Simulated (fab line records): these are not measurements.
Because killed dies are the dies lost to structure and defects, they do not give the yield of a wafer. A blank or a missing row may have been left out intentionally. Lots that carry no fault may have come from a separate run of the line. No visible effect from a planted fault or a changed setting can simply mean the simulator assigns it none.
Which of the tools did it? ; flow n5Finfet ; 8 lots, 24 wafers sampled, at 3 steps of a route of 1938

WHAT EACH GAUGE READ, for each wafer
N5_BEOL_M0_SAQP_CD_MEAS_40: the cd target is 30 nm.
lot;measured;on;cdNm (nm)
L215;day 6 09:57;cdSem-03;30.46 29.87 29.90
L217;day 6 22:41;cdSem-02;30.26 29.88 29.86
L220;day 7 08:59;cdSem-02;29.66 30.08 29.80
L221;day 7 18:17;cdSem-02;30.20 29.86 30.15
L226;day 9 05:17;cdSem-01;29.83 29.83 29.82
L228;day 9 16:37;cdSem-02;29.66 29.80 29.79
L232;day 10 08:23;cdSem-03;30.27 30.16 30.01
L233;day 10 22:13;cdSem-03;29.89 29.96 29.99

TOOL THAT RAN EACH LOT (tool first, then ch and the chambers of the sampled wafers, then the start)
lot;N5_BEOL_M0_SAQP_HM_DEP_02;N5_BEOL_M0_SAQP_STRIP_86
L215;pvdSputter-03, day 6 04:32;rieDiel-02 ch 1,2, day 6 06:42
L217;pvdSputter-01, day 6 17:45;rieDiel-06 ch 1,2, day 6 19:17
L220;pvdSputter-03, day 7 03:38;rieDiel-04 ch 0,1, day 7 05:10
L221;pvdSputter-03, day 7 13:25;rieDiel-02 ch 0,2,3, day 7 14:55
L226;pvdSputter-03, day 9 00:35;rieDiel-02 ch 1,2,3, day 9 01:51
L228;pvdSputter-01, day 9 11:29;rieDiel-02 ch 0,1,3, day 9 12:44
L232;pvdSputter-01, day 10 03:28;rieDiel-04 ch 0,1,3, day 10 04:49
L233;pvdSputter-02, day 10 15:32;rieDiel-06 ch 0,1,2, day 10 16:55
- N5_BEOL_M0_SAQP_HM_DEP_02: deposits TiN, target thk 12 nm.
- N5_BEOL_M0_SAQP_STRIP_86: strips in N2/H2.

THE ANSWER, worked out from the rows above alone
Rule: the lots themselves supply what counts as usual. Put in order of their means at a reading, lots are off if they are a third of the lots or fewer, leave a main group of 4 or more, and stand apart from it by a gap of 3 or more times the standard deviation of the main group's means; of several such gaps the widest counts. A main group whose means are all the same, to the digits that the tables above print for the reading, isn't used. Also off: a lot with no number at a reading for which 4 or more lots have one. All remaining lots with rows at the step are treated as sound.
No lot is off on any of the readings shown, so nothing can be concluded from this.

WHAT HAD BEEN PUT IN BY THE SIMULATOR
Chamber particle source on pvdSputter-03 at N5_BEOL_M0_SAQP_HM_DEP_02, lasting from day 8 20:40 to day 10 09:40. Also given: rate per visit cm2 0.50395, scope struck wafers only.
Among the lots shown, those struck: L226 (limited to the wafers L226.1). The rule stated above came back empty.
